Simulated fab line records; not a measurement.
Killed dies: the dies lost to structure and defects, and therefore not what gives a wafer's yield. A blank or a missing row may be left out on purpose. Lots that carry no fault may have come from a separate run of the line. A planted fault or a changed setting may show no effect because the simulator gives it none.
Split-lot study | flow n5-finfet | 39 wafers read across 7 lots, on a route 1938 steps long

## SPLIT DETAILS
At N5_DUMMY_GATE_EXPOSE_12 (exposes mask GATE, target cd 25 nm), the setting dose-mj was moved away from the recipe's 34 on 15 of the 39 wafers read, by -5.7% to +7.5%. This setting was run at the recipe's value on the other wafers.

## FROM THE SPLIT TO THE READING: what the file shows between them, 8 steps
- N5_DUMMY_GATE_PEB_13: peb time 60 s
- N5_DUMMY_GATE_DEVELOP_14: develop time 30 s
- N5_DUMMY_GATE_CD_MEAS_15: target cd 25.8 nm
- N5_DUMMY_GATE_ETCH_37: etches SOC in N2/H2, target depth 60 nm, overetch 30 nm (also split here: source-w)
- N5_DUMMY_GATE_STRIP_38: strips in N2/H2
- N5_DUMMY_GATE_STRIP_39: strips in N2/H2
- N5_DUMMY_GATE_TRIM_49: chemistry O2, time 29 s, target cd 14 nm
- N5_DUMMY_GATE_STRIP_40: strips in CF4

## THE READING
cd-nm, in nm, at N5_DUMMY_GATE_CD_MEAS_50 (target cd 14 nm). Fault-free wafers of this fab line usually give 14.02 nm, standard deviation 0.27 nm.

wafer  | tool, chamber at the split | dose-mj as run | against the recipe | cd-nm, nm | against lot-mates on the recipe
L078.1 | euv-scanner-01, 0          | 32.06          | -5.7%              | 14.41     | +0.65
L078.2 | euv-scanner-01, 0          | 32.06          | -5.7%              | 14.98     | +1.22
L078.3 | euv-scanner-01, 0          | 32.06          | -5.7%              | 15.02     | +1.26
L078.4 | euv-scanner-01, 0          | 34             | recipe             | 13.60     | -
L078.5 | euv-scanner-01, 0          | 34             | recipe             | 13.87     | -
L078.6 | euv-scanner-01, 0          | 34             | recipe             | 13.80     | -
L083.1 | euv-scanner-01, 0          | 34             | recipe             | 14.12     | -
L083.2 | euv-scanner-01, 0          | 34             | recipe             | 14.39     | -
L083.3 | euv-scanner-01, 0          | 34             | recipe             | 14.27     | -
L083.4 | euv-scanner-01, 0          | 34             | recipe             | 14.14     | -
L083.5 | euv-scanner-01, 0          | 34             | recipe             | 14.15     | -
L083.6 | euv-scanner-01, 0          | 34             | recipe             | 14.16     | -
L084.1 | euv-scanner-02, 0          | 35.83          | +5.4%              | 12.51     | -1.35
L084.2 | euv-scanner-02, 0          | 34             | recipe             | 13.97     | -
L084.3 | euv-scanner-02, 0          | 34             | recipe             | 14.01     | -
L084.4 | euv-scanner-02, 0          | 35.83          | +5.4%              | 13.35     | -0.51
L084.5 | euv-scanner-02, 0          | 35.83          | +5.4%              | 12.55     | -1.31
L084.6 | euv-scanner-02, 0          | 34             | recipe             | 13.60     | -
L086.1 | euv-scanner-02, 0          | 35.31          | +3.9%              | 13.21     | -0.93
L086.2 | euv-scanner-02, 0          | 35.31          | +3.9%              | 13.20     | -0.94
L086.3 | euv-scanner-02, 0          | 34             | recipe             | 14.01     | -
L086.4 | euv-scanner-02, 0          | 34             | recipe             | 14.18     | -
L086.5 | euv-scanner-02, 0          | 35.31          | +3.9%              | 13.21     | -0.93
L086.6 | euv-scanner-02, 0          | 34             | recipe             | 14.23     | -
L088.1 | euv-scanner-01, 0          | 34             | recipe             | 14.50     | -
L088.2 | euv-scanner-01, 0          | 34             | recipe             | 13.69     | -
L088.3 | euv-scanner-01, 0          | 32.35          | -4.9%              | 15.60     | +1.45
L088.4 | euv-scanner-01, 0          | 34             | recipe             | 14.25     | -
L088.5 | euv-scanner-01, 0          | 32.35          | -4.9%              | 14.99     | +0.84
L088.6 | euv-scanner-01, 0          | 32.35          | -4.9%              | 14.91     | +0.76
L090.1 | euv-scanner-02, 0          | 34             | recipe             | 13.97     | -
L090.2 | euv-scanner-02, 0          | 36.55          | +7.5%              | 13.00     | -0.84
L090.3 | euv-scanner-02, 0          | 34             | recipe             | 13.75     | -
L090.4 | euv-scanner-02, 0          | 36.55          | +7.5%              | 13.00     | -0.84
L090.5 | euv-scanner-02, 0          | 34             | recipe             | 13.79     | -
L090.6 | euv-scanner-02, 0          | 36.55          | +7.5%              | 12.37     | -1.47
L096.2 | euv-scanner-01, 0          | 34             | recipe             | 14.06     | -
L096.3 | euv-scanner-01, 0          | 34             | recipe             | 13.30     | -
L096.6 | euv-scanner-01, 0          | 34             | recipe             | 13.86     | -

THE FIT
A straight line over all 39 wafers: cd-nm changes by -0.184 nm for each +1% of dose-mj; r = -0.90; the points scatter about the line by 0.31 nm.
The same after taking each lot's own level away (the mean of its wafers on the recipe; 39 wafers): -0.18 nm for each +1%; r = -0.92; scatter 0.27 nm.
On that fit, the largest move of dose-mj shifts the reading by 1.4 nm.
Across the lots, their own levels run from 13.740 to 14.205 nm, a range of 1.7 times the standard deviation given above.
The two slopes agree, so the slope changes little with the lot-to-lot level.
Check: for one of the wafers moved furthest among these (+7.5%), held out of the fit, the line's prediction against its lot-mates is -1.42 nm. Against them it came out at -0.837 nm.

## OTHER SPLITS ON THESE WAFERS
Before the reading, these wafers also passed through other splits. Each is held against what the fit with the lots' levels taken away leaves over:
other split on the same wafers | wafers away from the commonest value | r with cd-nm (lot level and that fit taken away)
N5_DUMMY_GATE_ETCH_37 source-w | 15                                   | -0.36

## THE WHOLE CHAIN: every reading that the file lists as answering this split, in the file's order
step                     | what it does                             | reading                                                           | change (the file's fit)               | r (the file's)
N5_DUMMY_GATE_CD_MEAS_15 | target cd 25.8 nm                        | cd-nm                                                             | -0.169 nm for each +1% of the setting | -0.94
N5_DUMMY_GATE_TRIM_49    | chemistry O2, time 29 s, target cd 14 nm | DUMMY_GATE.cd-nm (the simulator's own value, which no gauge read) | -0.181 nm for each +1% of the setting | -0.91
N5_DUMMY_GATE_CD_MEAS_50 | target cd 14 nm                          | cd-nm                                                             | -0.18 nm for each +1% of the setting  | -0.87

## FILE'S OWN FIT
cd-nm changes by -0.18 nm for each +1% of dose-mj, r = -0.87.
